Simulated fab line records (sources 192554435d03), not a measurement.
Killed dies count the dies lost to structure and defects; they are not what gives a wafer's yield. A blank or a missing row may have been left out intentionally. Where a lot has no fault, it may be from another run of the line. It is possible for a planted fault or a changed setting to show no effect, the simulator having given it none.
fab line records ; flow n5-finfet
record lots=7; wafers=39
route steps=1938 shown SD_EPI_P@310 BEOL_M0_SAQP@692 BEOL_M7@1263 BEOL_M8@1332 BEOL_M11@1575
start-h: hours from the record's opening day to when the first of the lot's shown wafers began ; wait-h: hours since the lot's step before ; " unchanged from the row above ; L1.1+2: several wafers, shown together as one row ; - no value present, or no start provided ; * or withheld: withheld ; < > ~ a bound
route shown NAME@n: NAME is a module with steps in the file, n the number in the route of the first one ; usual: mean/standard deviation of fault-free wafers ; same: alike in all rows ; chamber/n: place in a boat ; sites: each site's reading ; _std_site: their standard deviation ; _edge_site: outer sites' mean less inner sites' ; radius-mm: how far each site lies from the wafer's centre ; mask NAME#n: copy n ; behind: the tool/chamber that last shaped the wafer ; hold: why the lot was held/for how many hours/how that ended ; device: the n, p or np transistor that did not switch ; end of line: tests run on the same wafers once the route is complete ; a step with no rows: only its recipe ; killed: at the first sort, the dies lost to defects and structure; wafer yield is something else ; map: per-die view of a wafer (x killed, . not killed, _ where there is no die)
set.NAME: the setting the step ran with; set.NAME@STEP: the setting that earlier step ran with ; model.NAME: the simulator's own value behind a step, which no gauge read
lots whose settings were changed on purpose; a table a step, a row a wafer
## steps
# step N5_SD_EPI_P_ETCHBACK_46
# recipe chemistry=CH3F/O2; mode=anisotropic-etchback; target=SiNx; target-depth-a=175; stop-on=SiO2; over-etch-frac=0.3; ion-energy-ev=120; pressure-mtorr=30; source-w=395; bias-w=73; Ar_flow_sccm=150; CH3F_flow_sccm=30; O2_flow_sccm=20
lot.wafer;tool;chamber;start-h;wait-h;set.target-depth-a;model.SiARC_of_SD_EPI_P_COAT_35.thk-nm
L074.1+4;rie-diel-02;3,2;54.59;0.0;175;15
L074.2;rie-diel-02;0;54.59;0.0;227.9;13.6
L074.3;rie-diel-02;1;54.59;0.0;227.9;14
L074.5;rie-diel-02;3;54.59;0.0;227.9;13.4
L074.6;rie-diel-02;0;54.59;0.0;175;14.8
L078.1+5+6;rie-diel-06;2,3,2;78.20;0.0;175;15.4
L078.2;rie-diel-06;3;78.20;0.0;219.7;14
L078.3;rie-diel-06;1;78.20;0.0;219.7;14.4
L078.4;rie-diel-06;0;78.20;0.0;219.7;14.2
L081.1+4;rie-diel-02;0,3;104.92;0.0;175;15.2
L081.2;rie-diel-02;2;104.92;0.0;237.5;13.8
L081.3;rie-diel-02;1;104.92;0.0;237.5;14
L081.5;rie-diel-02;1;104.92;0.0;175;15.4
L081.6;rie-diel-02;0;104.92;0.0;237.5;13.6
L082.1;rie-diel-06;3;106.51;0.0;147.4;16
L082.2+6;rie-diel-06;0,3;106.51;0.0;147.4;16.2
L082.3+4+5;rie-diel-06;2,2,0;106.51;0.0;175;15.4
L083.1;rie-diel-06;3;111.97;0.0;175;15.2
L083.2+5;rie-diel-06;2,3;111.97;0.0;175;15.4
L083.3+4+6;rie-diel-06;0,2,0;111.97;0.0;228;14
L084.1;rie-diel-02;3;115.56;0.0;175;15
L084.2+6;rie-diel-02;2;115.56;0.0;253;13
L084.3;rie-diel-02;0;115.56;0.0;175;15.2
L084.4;rie-diel-02;1;115.56;0.0;175;15.4
L084.5;rie-diel-02;1;115.56;0.0;253;13.4
L095.1;rie-diel-05;3;178.80;0.0;175;16
L095.3;rie-diel-05;2;178.80;0.0;175;15.4
L095.5;rie-diel-05;2;178.80;0.0;175;15.2
# step N5_SD_EPI_P_ETCH_47
# recipe chemistry=CH3F/O2; target=SiOCN; target-depth-a=250; mask-material=SOC; ion-energy-ev=60; bias-w=29; pressure-mtorr=30; source-w=410; Ar_flow_sccm=150; CH3F_flow_sccm=30; O2_flow_sccm=20
# step N5_SD_EPI_P_ETCH_16
# recipe chemistry=CHF3/O2; target=SiO2; target-depth-a=50; mask-material=SOC; pressure-mtorr=30; source-w=650; bias-w=170; Ar_flow_sccm=200; CHF3_flow_sccm=50; O2_flow_sccm=5; ion-energy-ev=200
lot.wafer;tool;chamber;start-h;wait-h;set.target-depth-a@SD_EPI_P_ETCHBACK_46;model.SiARC_of_SD_EPI_P_COAT_35.thk-nm
L074.1+6;rie-diel-02;3,0;54.79;0.1;175;11.2
L074.2+5;rie-diel-02;0,3;54.79;0.1;227.9;9.8
L074.3;rie-diel-02;1;54.79;0.1;227.9;10.4
L074.4;rie-diel-02;2;54.79;0.1;175;11.4
L078.1+5+6;rie-diel-06;2,3,2;78.40;0.1;175;11.8
L078.2;rie-diel-06;3;78.40;0.1;219.7;10.4
L078.3;rie-diel-06;1;78.40;0.1;219.7;11
L078.4;rie-diel-06;0;78.40;0.1;219.7;10.8
L081.1;rie-diel-02;0;105.12;0.1;175;11.6
L081.2;rie-diel-02;2;105.12;0.1;237.5;10.2
L081.3;rie-diel-02;1;105.12;0.1;237.5;10.4
L081.4;rie-diel-02;3;105.12;0.1;175;11.4
L081.5;rie-diel-02;1;105.12;0.1;175;11.8
L081.6;rie-diel-02;0;105.12;0.1;237.5;10
L082.1;rie-diel-06;3;106.71;0.1;147.4;12.4
L082.2+6;rie-diel-06;0,3;106.71;0.1;147.4;12.6
L082.3+5;rie-diel-06;2,0;106.71;0.1;175;11.8
L082.4;rie-diel-06;2;106.71;0.1;175;12
L083.1;rie-diel-06;3;112.17;0.1;175;11.6
L083.2+5;rie-diel-06;2,3;112.17;0.1;175;11.8
L083.3;rie-diel-06;0;112.17;0.1;228;10.4
L083.4+6;rie-diel-06;2,0;112.17;0.1;228;10.6
L084.1;rie-diel-02;3;115.76;0.1;175;11.4
L084.2+6;rie-diel-02;2;115.76;0.1;253;9.4
L084.3;rie-diel-02;0;115.76;0.1;175;11.6
L084.4;rie-diel-02;1;115.76;0.1;175;11.8
L084.5;rie-diel-02;1;115.76;0.1;253;9.8
L095.1;rie-diel-05;3;179.00;0.1;175;12.4
L095.3;rie-diel-05;2;179.00;0.1;175;11.8
L095.5;rie-diel-05;2;179.00;0.1;175;11.6
# step N5_BEOL_M0_SAQP_DESCUM_45
# recipe chemistry=O2; time-s=7; source-power-w=50; bias-power-w=20; pressure-mtorr=20; rf-frequency-hz=2.712e+07; temp-c=40; resist=CAR-EUV; o2-flow-sccm=225
lot.wafer;tool;chamber;start-h;wait-h;set.time-s;model.CAR-EUV_of_BEOL_M0_SAQP_COAT_34.thk-nm
L074.1+4+5+6;rie-diel-06;3,3,0,2;111.29;0.4;7;26
L074.2+3;rie-diel-06;0,2;111.29;0.4;7;26.2
L078.1+3+4;rie-diel-02;3,2,3;137.25;0.0;5.128;27
L078.2+5;rie-diel-02;0,2;137.25;0.0;7;26
L078.6;rie-diel-02;0;137.25;0.0;7;26.2
L081.1;rie-diel-05;2;164.36;0.0;7;25.8
L081.2+3;rie-diel-05;0,1;164.36;0.0;8.206;25.4
L081.4+6;rie-diel-05;3;164.36;0.0;7;26
L081.5;rie-diel-05;0;164.36;0.0;8.206;25.2
L082.1+3+4+5+6;rie-diel-05;3,0,2,0,1;172.20;0.0;7;26
L082.2;rie-diel-05;1;172.20;0.0;7;25.8
L083.1+5;rie-diel-06;3;173.22;0.0;7;26.2
L083.2+3+4+6;rie-diel-06;2,1,0,0;173.22;0.0;7;26
L084.1;rie-diel-06;3;177.65;0.0;9.252;25
L084.2+3;rie-diel-06;2,0;177.65;0.0;9.252;24.8
L084.4;rie-diel-06;1;177.65;0.0;7;26
L084.5+6;rie-diel-06;0,3;177.65;0.0;7;26.2
L095.1+3+5;rie-diel-05;1,2,2;235.59;0.0;7;26
# step N5_BEOL_M7_ILD_DEP_00
# recipe material=SiCOH_lowk; target-thk-a=1797.5; temp-c=300; precursor=DEMS/porogen; pressure-torr=5; rf-w=500; time-s=33.4
lot.wafer;tool;chamber;start-h;wait-h;set.time-s;model.SiCOH_lowk_of_BEOL_M7_ILD_DEP_00.thk-nm
L074.1;pecvd-01;1;254.92;0.0;46.44;243.8
L074.2;pecvd-01;0;254.92;0.0;33.4;178.8
L074.3;pecvd-01;2;254.92;0.0;33.4;179.2
L074.4;pecvd-01;2;254.92;0.0;46.44;249
L074.5;pecvd-01;1;254.92;0.0;46.44;249.4
L074.6;pecvd-01;0;254.92;0.0;33.4;182
L078.1;pecvd-02;0;275.63;0.0;33.4;180.2
L078.2;pecvd-02;1;275.63;0.0;33.4;177.4
L078.3;pecvd-02;2;275.63;0.0;21.35;116
L078.4;pecvd-02;0;275.63;0.0;21.35;119.2
L078.5;pecvd-02;2;275.63;0.0;33.4;183.8
L078.6;pecvd-02;1;275.63;0.0;21.35;120.2
L083.1+2;pecvd-01;1,2;280.40;0.0;33.4;178.2
L083.3;pecvd-01;2;280.40;0.0;33.4;180.6
L083.4;pecvd-01;1;280.40;0.0;33.4;181.8
L083.5;pecvd-01;1;280.40;0.0;33.4;180.4
L083.6;pecvd-01;2;280.40;0.0;33.4;180
L081.1;pecvd-03;2;298.37;0.0;23.66;130.2
L081.2;pecvd-03;0;298.37;0.0;23.66;131.6
L081.3;pecvd-03;1;298.37;0.0;33.4;181.4
L081.4;pecvd-03;2;298.37;0.0;33.4;183.4
L081.5;pecvd-03;0;298.37;0.0;33.4;182.8
L081.6;pecvd-03;1;298.37;0.0;23.66;130.6
L084.1;pecvd-01;1;304.66;0.0;33.4;178
L084.2;pecvd-01;0;304.66;0.0;33.4;179
L084.3;pecvd-01;2;304.66;0.0;45.55;241.6
L084.4;pecvd-01;0;304.66;0.0;45.55;246.2
L084.5;pecvd-01;1;304.66;0.0;45.55;245.2
L084.6;pecvd-01;2;304.66;0.0;33.4;183.2
L082.1;pecvd-03;0;311.16;0.0;28.16;151.2
L082.2;pecvd-03;2;311.16;0.0;33.4;177.6
L082.3;pecvd-03;1;311.16;0.0;28.16;152.4
L082.4;pecvd-03;1;311.16;0.0;33.4;181.6
L082.5;pecvd-03;2;311.16;0.0;28.16;156.6
L082.6;pecvd-03;0;311.16;0.0;33.4;182.4
L095.1;pecvd-02;0;387.60;0.0;33.4;178.4
L095.3;pecvd-02;2;387.60;0.0;33.4;181.8
L095.5;pecvd-02;2;387.60;0.0;33.4;180.4
# step N5_BEOL_M7_CURE_74
# recipe temp-c=385; time-s=240; ambient=He/Ar; material=SiCOH_lowk
lot.wafer;tool;chamber;start-h;wait-h;set.time-s@BEOL_M7_ILD_DEP_00;model.SiCOH_lowk_of_BEOL_M7_ILD_DEP_00.thk-nm
L074.1;uv-cure-02;2;255.04;0.1;46.44;211
L074.2;uv-cure-02;2;255.04;0.1;33.4;154.2
L074.3;uv-cure-02;2;255.04;0.1;33.4;154.4
L074.4;uv-cure-02;2;255.04;0.1;46.44;215.6
L074.5;uv-cure-02;2;255.04;0.1;46.44;216
L074.6;uv-cure-02;2;255.04;0.1;33.4;156.8
L078.1;uv-cure-01;0;275.69;0.0;33.4;155.4
L078.2;uv-cure-01;0;275.69;0.0;33.4;153
L078.3;uv-cure-01;0;275.69;0.0;21.35;99.6
L078.4;uv-cure-01;0;275.69;0.0;21.35;102.4
L078.5;uv-cure-01;0;275.69;0.0;33.4;158.6
L078.6;uv-cure-01;0;275.69;0.0;21.35;103.2
L083.1;uv-cure-03;0;280.49;0.1;33.4;153.6
L083.2;uv-cure-03;0;280.49;0.1;33.4;153.8
L083.3;uv-cure-03;0;280.49;0.1;33.4;155.8
L083.4;uv-cure-03;0;280.49;0.1;33.4;156.8
L083.5;uv-cure-03;0;280.49;0.1;33.4;155.6
L083.6;uv-cure-03;0;280.49;0.1;33.4;155.2
L081.1;uv-cure-02;0;298.44;0.0;23.66;112
L081.2;uv-cure-02;0;298.44;0.0;23.66;113.2
L081.3;uv-cure-02;0;298.44;0.0;33.4;156.4
L081.4;uv-cure-02;0;298.44;0.0;33.4;158.2
L081.5;uv-cure-02;0;298.44;0.0;33.4;157.8
L081.6;uv-cure-02;0;298.44;0.0;23.66;112.4
L084.1;uv-cure-03;0;304.72;0.0;33.4;153.4
L084.2;uv-cure-03;0;304.72;0.0;33.4;154.2
L084.3;uv-cure-03;0;304.72;0.0;45.55;209.2
L084.4;uv-cure-03;0;304.72;0.0;45.55;213.2
L084.5;uv-cure-03;0;304.72;0.0;45.55;212.4
L084.6;uv-cure-03;0;304.72;0.0;33.4;158
L082.1;uv-cure-02;2;311.22;0.0;28.16;130.2
L082.2;uv-cure-02;2;311.22;0.0;33.4;153.2
L082.3;uv-cure-02;2;311.22;0.0;28.16;131.2
L082.4;uv-cure-02;2;311.22;0.0;33.4;156.6
L082.5;uv-cure-02;2;311.22;0.0;28.16;135
L082.6;uv-cure-02;2;311.22;0.0;33.4;157.2
L095.1;uv-cure-02;0;387.66;0.0;33.4;153.8
L095.3;uv-cure-02;0;387.66;0.0;33.4;156.8
L095.5;uv-cure-02;0;387.66;0.0;33.4;155.6
# step N5_BEOL_M7_THK_MEAS_01
# recipe reads=SiCOH_lowk_of_BEOL_M7_ILD_DEP_00
# usual M7_ILD_THK=155.6/1.8
lot.wafer;tool;chamber;start-h;wait-h;set.time-s@BEOL_M7_ILD_DEP_00;M7_ILD_THK[nm]
L074.1;film-metro-01;-;256.03;0.8;46.44;210.9
L074.2;film-metro-01;-;256.03;0.8;33.4;154.3
L074.3;film-metro-01;-;256.03;0.8;33.4;154.4
L074.4;film-metro-01;-;256.03;0.8;46.44;215.6
L074.5;film-metro-01;-;256.03;0.8;46.44;216.0
L074.6;film-metro-01;-;256.03;0.8;33.4;156.8
L078.1;film-metro-02;-;276.21;0.4;33.4;155.4
L078.2;film-metro-02;-;276.21;0.4;33.4;152.8
L078.3;film-metro-02;-;276.21;0.4;21.35;99.6
L078.4;film-metro-02;-;276.21;0.4;21.35;102.4
L078.5;film-metro-02;-;276.21;0.4;33.4;158.5
L078.6;film-metro-02;-;276.21;0.4;21.35;103.2
L083.1;film-metro-01;-;281.00;0.4;33.4;153.6
L083.2;film-metro-01;-;281.00;0.4;33.4;153.6
L083.3;film-metro-01;-;281.00;0.4;33.4;155.8
L083.4;film-metro-01;-;281.00;0.4;33.4;156.9
L083.5;film-metro-01;-;281.00;0.4;33.4;155.7
L083.6;film-metro-01;-;281.00;0.4;33.4;155.2
L081.1;film-metro-01;-;299.43;0.8;23.66;112.0
L081.2;film-metro-01;-;299.43;0.8;23.66;113.3
L081.3;film-metro-01;-;299.43;0.8;33.4;156.5
L081.4;film-metro-01;-;299.43;0.8;33.4;158.1
L081.5;film-metro-01;-;299.43;0.8;33.4;157.7
L081.6;film-metro-01;-;299.43;0.8;23.66;112.2
L084.1;film-metro-01;-;305.24;0.4;33.4;153.3
L084.2;film-metro-01;-;305.24;0.4;33.4;154.3
L084.3;film-metro-01;-;305.24;0.4;45.55;209.2
L084.4;film-metro-01;-;305.24;0.4;45.55;213.3
L084.5;film-metro-01;-;305.24;0.4;45.55;212.3
L084.6;film-metro-01;-;305.24;0.4;33.4;158.0
L082.1;film-metro-01;-;311.73;0.4;28.16;130.1
L082.2;film-metro-01;-;311.73;0.4;33.4;153.2
L082.3;film-metro-01;-;311.73;0.4;28.16;131.3
L082.4;film-metro-01;-;311.73;0.4;33.4;156.8
L082.5;film-metro-01;-;311.73;0.4;28.16;134.9
L082.6;film-metro-01;-;311.73;0.4;33.4;157.3
L095.1;film-metro-02;-;388.18;0.4;33.4;153.7
L095.3;film-metro-02;-;388.18;0.4;33.4;156.7
L095.5;film-metro-02;-;388.18;0.4;33.4;155.6
# step N5_BEOL_M8_ILD_DEP_00
# recipe material=SiCOH_lowk; target-thk-a=1797.5; temp-c=300; precursor=DEMS/porogen; pressure-torr=5; rf-w=500; time-s=33.4
lot.wafer;tool;chamber;start-h;wait-h;set.time-s;model.SiCOH_lowk_of_BEOL_M8_ILD_DEP_00.thk-nm
L074.1+3;pecvd-03;2,1;266.61;0.1;33.4;176.2
L074.2;pecvd-03;0;266.61;0.1;33.4;178.2
L074.4+6;pecvd-03;0,1;266.61;0.1;33.4;180.4
L074.5;pecvd-03;2;266.61;0.1;33.4;181.6
L078.1;pecvd-04;0;287.32;0.0;33.4;177.4
L078.2;pecvd-04;2;287.32;0.0;33.4;177.8
L078.3;pecvd-04;1;287.32;0.0;47.53;252.6
L078.4;pecvd-04;0;287.32;0.0;33.4;180.4
L078.5;pecvd-04;2;287.32;0.0;47.53;254
L078.6;pecvd-04;1;287.32;0.0;47.53;254.8
L083.1;pecvd-01;0;290.47;0.0;22.14;120.4
L083.2;pecvd-01;1;290.47;0.0;33.4;177
L083.3;pecvd-01;2;290.47;0.0;22.14;118.4
L083.4;pecvd-01;1;290.47;0.0;33.4;180.4
L083.5;pecvd-01;2;290.47;0.0;33.4;181.2
L083.6;pecvd-01;0;290.47;0.0;22.14;119.6
L081.1;pecvd-01;0;309.14;0.0;21.4;114.4
L081.2;pecvd-01;2;309.14;0.0;33.4;176.8
L081.3;pecvd-01;1;309.14;0.0;33.4;180
L081.4;pecvd-01;0;309.14;0.0;33.4;181
L081.5;pecvd-01;1;309.14;0.0;21.4;118
L081.6;pecvd-01;2;309.14;0.0;21.4;119.6
L084.1;pecvd-03;1;313.22;0.0;28.18;148.8
L084.2;pecvd-03;2;313.22;0.0;28.18;149.8
L084.3;pecvd-03;0;313.22;0.0;33.4;176.4
L084.4;pecvd-03;2;313.22;0.0;28.18;153
L084.5;pecvd-03;1;313.22;0.0;33.4;181
L084.6;pecvd-03;0;313.22;0.0;33.4;179.2
L082.1;pecvd-03;2;317.85;0.0;41.65;222.8
L082.2;pecvd-03;0;317.85;0.0;41.65;220.6
L082.3;pecvd-03;1;317.85;0.0;33.4;182.2
L082.4;pecvd-03;1;317.85;0.0;33.4;182.4
L082.5;pecvd-03;2;317.85;0.0;33.4;181.4
L082.6;pecvd-03;0;317.85;0.0;41.65;223.8
L095.1+3;pecvd-04;2,0;395.10;0.0;33.4;179.8
L095.5;pecvd-04;2;395.10;0.0;33.4;183
# step N5_BEOL_M8_CURE_74
# recipe temp-c=385; time-s=240; ambient=He/Ar; material=SiCOH_lowk
lot.wafer;tool;chamber;start-h;wait-h;set.time-s@BEOL_M8_ILD_DEP_00;model.SiCOH_lowk_of_BEOL_M8_ILD_DEP_00.thk-nm
L074.1;uv-cure-01;1;266.68;0.0;33.4;151.8
L074.2;uv-cure-01;1;266.68;0.0;33.4;153.6
L074.3;uv-cure-01;1;266.68;0.0;33.4;152
L074.4;uv-cure-01;1;266.68;0.0;33.4;155.4
L074.5;uv-cure-01;1;266.68;0.0;33.4;156.6
L074.6;uv-cure-01;1;266.68;0.0;33.4;155.6
L078.1;uv-cure-01;0;287.64;0.3;33.4;153
L078.2;uv-cure-01;0;287.64;0.3;33.4;153.4
L078.3;uv-cure-01;0;287.64;0.3;47.53;218.6
L078.4;uv-cure-01;0;287.64;0.3;33.4;155.4
L078.5;uv-cure-01;0;287.64;0.3;47.53;220
L078.6;uv-cure-01;0;287.64;0.3;47.53;220.8
L083.1;uv-cure-02;2;290.53;0.0;22.14;103.6
L083.2;uv-cure-02;2;290.53;0.0;33.4;152.6
L083.3;uv-cure-02;2;290.53;0.0;22.14;101.6
L083.4;uv-cure-02;2;290.53;0.0;33.4;155.6
L083.5;uv-cure-02;2;290.53;0.0;33.4;156.2
L083.6;uv-cure-02;2;290.53;0.0;22.14;102.8
L081.1;uv-cure-02;0;309.20;0.0;21.4;98.4
L081.2;uv-cure-02;0;309.20;0.0;33.4;152.4
L081.3;uv-cure-02;0;309.20;0.0;33.4;155.2
L081.4;uv-cure-02;0;309.20;0.0;33.4;156
L081.5;uv-cure-02;0;309.20;0.0;21.4;101.4
L081.6;uv-cure-02;0;309.20;0.0;21.4;102.8
L084.1;uv-cure-02;1;313.28;0.0;28.18;128
L084.2;uv-cure-02;1;313.28;0.0;28.18;129
L084.3;uv-cure-02;1;313.28;0.0;33.4;152
L084.4;uv-cure-02;1;313.28;0.0;28.18;131.8
L084.5;uv-cure-02;1;313.28;0.0;33.4;156
L084.6;uv-cure-02;1;313.28;0.0;33.4;154.4
L082.1;uv-cure-03;0;317.91;0.0;41.65;192.6
L082.2;uv-cure-03;0;317.91;0.0;41.65;190.6
L082.3+4;uv-cure-03;0;317.91;0.0;33.4;157.2
L082.5;uv-cure-03;0;317.91;0.0;33.4;156.4
L082.6;uv-cure-03;0;317.91;0.0;41.65;193.4
L095.1;uv-cure-03;2;395.17;0.1;33.4;155
L095.3;uv-cure-03;2;395.17;0.1;33.4;155.2
L095.5;uv-cure-03;2;395.17;0.1;33.4;157.8
# step N5_BEOL_M8_THK_MEAS_01
# recipe reads=SiCOH_lowk_of_BEOL_M8_ILD_DEP_00
# usual M8_ILD_THK=155.0/2
lot.wafer;tool;chamber;start-h;wait-h;set.time-s@BEOL_M8_ILD_DEP_00;M8_ILD_THK[nm]
L074.1;film-metro-02;-;267.19;0.4;33.4;151.9
L074.2;film-metro-02;-;267.19;0.4;33.4;153.8
L074.3;film-metro-02;-;267.19;0.4;33.4;151.9
L074.4;film-metro-02;-;267.19;0.4;33.4;155.5
L074.5;film-metro-02;-;267.19;0.4;33.4;156.7
L074.6;film-metro-02;-;267.19;0.4;33.4;155.6
L078.1;film-metro-01;-;288.15;0.4;33.4;152.9
L078.2;film-metro-01;-;288.15;0.4;33.4;153.3
L078.3;film-metro-01;-;288.15;0.4;47.53;218.8
L078.4;film-metro-01;-;288.15;0.4;33.4;155.4
L078.5;film-metro-01;-;288.15;0.4;47.53;220.2
L078.6;film-metro-01;-;288.15;0.4;47.53;220.7
L083.1;film-metro-02;-;292.49;1.6;22.14;103.6
L083.2;film-metro-02;-;292.49;1.6;33.4;152.6
L083.3;film-metro-02;-;292.49;1.6;22.14;101.7
L083.4;film-metro-02;-;292.49;1.6;33.4;155.5
L083.5;film-metro-02;-;292.49;1.6;33.4;156.2
L083.6;film-metro-02;-;292.49;1.6;22.14;102.8
L081.1;film-metro-02;-;309.72;0.4;21.4;98.4
L081.2;film-metro-02;-;309.72;0.4;33.4;152.4
L081.3;film-metro-02;-;309.72;0.4;33.4;155.1
L081.4;film-metro-02;-;309.72;0.4;33.4;156.0
L081.5;film-metro-02;-;309.72;0.4;21.4;101.4
L081.6;film-metro-02;-;309.72;0.4;21.4;102.8
L084.1;film-metro-02;-;313.80;0.4;28.18;128.1
L084.2;film-metro-02;-;313.80;0.4;28.18;129.0
L084.3;film-metro-02;-;313.80;0.4;33.4;152.1
L084.4;film-metro-02;-;313.80;0.4;28.18;131.8
L084.5;film-metro-02;-;313.80;0.4;33.4;155.9
L084.6;film-metro-02;-;313.80;0.4;33.4;154.4
L082.1;film-metro-02;-;318.43;0.4;41.65;192.7
L082.2;film-metro-02;-;318.43;0.4;41.65;190.7
L082.3;film-metro-02;-;318.43;0.4;33.4;157.2
L082.4;film-metro-02;-;318.43;0.4;33.4;157.2
L082.5;film-metro-02;-;318.43;0.4;33.4;156.6
L082.6;film-metro-02;-;318.43;0.4;41.65;193.4
L095.1;film-metro-02;-;396.17;0.8;33.4;155.0
L095.3;film-metro-02;-;396.17;0.8;33.4;155.1
L095.5;film-metro-02;-;396.17;0.8;33.4;157.8
# step N5_BEOL_M11_VIA_ETCH_34
# recipe chemistry=C4F6/O2; target=SiCOH_lowk; target-depth-a=1845; mask-material=SOC; taper-deg=4; time-s=69.2; ion-energy-ev=250; pressure-mtorr=30; source-w=345; bias-w=185; Ar_flow_sccm=300; C4F6_flow_sccm=10; O2_flow_sccm=10
lot.wafer;tool;chamber;start-h;wait-h;set.target-depth-a;model.etch.depth-nm;model.SOC_of_BEOL_M11_COAT_63.thk-nm
L074.1;rie-diel-02;3;298.66;0.0;1845;186.1;92.4
L074.2;rie-diel-02;1;298.66;0.0;1845;186.3;92.2
L074.3;rie-diel-02;2;298.66;0.0;1845;184.5;92.4
L074.4;rie-diel-02;0;298.66;0.0;889.3;88.02;96.4
L074.5;rie-diel-02;2;298.66;0.0;889.3;88.73;96.6
L074.6;rie-diel-02;3;298.66;0.0;889.3;89.44;96.4
L078.1;rie-diel-02;0;315.31;0.0;1845;180.9;92.2
L078.2;rie-diel-02;3;315.31;0.0;1216;122.5;94.6
L078.3;rie-diel-02;2;315.31;0.0;1845;183.3;92.2
L078.4;rie-diel-02;1;315.31;0.0;1216;121.4;94.4
L078.5;rie-diel-02;0;315.31;0.0;1216;119.3;94.6
L078.6;rie-diel-02;1;315.31;0.0;1845;182.5;92
L083.1;rie-diel-05;2;325.10;0.0;1845;182.7;92
L083.2;rie-diel-05;1;325.10;0.0;1845;184.7;91.6
L083.3;rie-diel-05;0;325.10;0.0;1845;183.2;91.8
L083.4;rie-diel-05;3;325.10;0.0;1845;185.4;91.4
L083.5;rie-diel-05;1;325.10;0.0;1845;183.5;92
L083.6;rie-diel-05;2;325.10;0.0;1845;182.3;92
L081.1;rie-diel-05;1;341.70;0.0;1845;183.7;91.6
L081.2;rie-diel-05;0;341.70;0.0;1845;184.9;91.8
L081.3;rie-diel-05;3;341.70;0.0;1845;185.4;91.8
L081.4;rie-diel-05;2;341.70;0.0;1845;182.7;92
L081.5;rie-diel-05;3;341.70;0.0;1845;186.3;92
L081.6;rie-diel-05;2;341.70;0.0;1845;182.9;92
L084.1;rie-diel-05;3;349.86;0.0;1845;185.6;92
L084.2;rie-diel-05;1;349.86;0.0;2808;281.2;87.8
L084.3;rie-diel-05;0;349.86;0.0;1845;182.3;92.4
L084.4;rie-diel-05;2;349.86;0.0;2808;277.9;88.2
L084.5;rie-diel-05;2;349.86;0.0;1845;181.4;92.2
L084.6;rie-diel-05;3;349.86;0.0;2808;279.9;88.4
L082.1;rie-diel-02;1;355.07;0.0;2702;272.9;88.6
L082.2;rie-diel-02;0;355.07;0.0;2702;266.4;88.8
L082.3;rie-diel-02;3;355.07;0.0;1845;185.6;92.4
L082.4;rie-diel-02;2;355.07;0.0;2702;268.4;89
L082.5;rie-diel-02;0;355.07;0.0;1845;183.7;92.8
L082.6;rie-diel-02;1;355.07;0.0;1845;186.7;92.4
L095.1;rie-diel-02;2;425.49;0.0;1845;185.7;91.6
L095.3;rie-diel-02;3;425.49;0.0;1845;186.5;91.8
L095.5;rie-diel-02;0;425.49;0.0;1845;181.2;91.8
## key
split step=N5_SD_EPI_P_ETCHBACK_46; setting=target-depth-a; stated=175; by=wafer
response step=N5_SD_EPI_P_ETCHBACK_46; reading=model.SiARC_of_SD_EPI_P_COAT_35.thk-nm; change=-0.0443; per=1%; r=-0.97
response step=N5_SD_EPI_P_ETCH_16; reading=model.SiARC_of_SD_EPI_P_COAT_35.thk-nm; change=-0.0425; per=1%; r=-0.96
split step=N5_BEOL_M0_SAQP_DESCUM_45; setting=time-s; stated=7; by=wafer
response step=N5_BEOL_M0_SAQP_DESCUM_45; reading=model.CAR-EUV_of_BEOL_M0_SAQP_COAT_34.thk-nm; change=-0.0372; per=1%; r=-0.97
split step=N5_BEOL_M7_ILD_DEP_00; setting=time-s; stated=33.4; by=wafer
response step=N5_BEOL_M7_ILD_DEP_00; reading=model.SiCOH_lowk_of_BEOL_M7_ILD_DEP_00.thk-nm; change=+1.74; per=1%; r=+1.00
response step=N5_BEOL_M7_CURE_74; reading=model.SiCOH_lowk_of_BEOL_M7_ILD_DEP_00.thk-nm; change=+1.52; per=1%; r=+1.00
response step=N5_BEOL_M7_THK_MEAS_01; reading=M7_ILD_THK; change=+1.52; per=1%; r=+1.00
split step=N5_BEOL_M8_ILD_DEP_00; setting=time-s; stated=33.4; by=wafer
response step=N5_BEOL_M8_ILD_DEP_00; reading=model.SiCOH_lowk_of_BEOL_M8_ILD_DEP_00.thk-nm; change=+1.75; per=1%; r=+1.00
response step=N5_BEOL_M8_CURE_74; reading=model.SiCOH_lowk_of_BEOL_M8_ILD_DEP_00.thk-nm; change=+1.52; per=1%; r=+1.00
response step=N5_BEOL_M8_THK_MEAS_01; reading=M8_ILD_THK; change=+1.52; per=1%; r=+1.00
split step=N5_BEOL_M11_VIA_ETCH_34; setting=target-depth-a; stated=1845; by=wafer
response step=N5_BEOL_M11_VIA_ETCH_34; reading=model.etch.depth-nm; change=+1.84; per=1%; r=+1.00
response step=N5_BEOL_M11_VIA_ETCH_34; reading=model.SOC_of_BEOL_M11_COAT_63.thk-nm; change=-0.0781; per=1%; r=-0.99
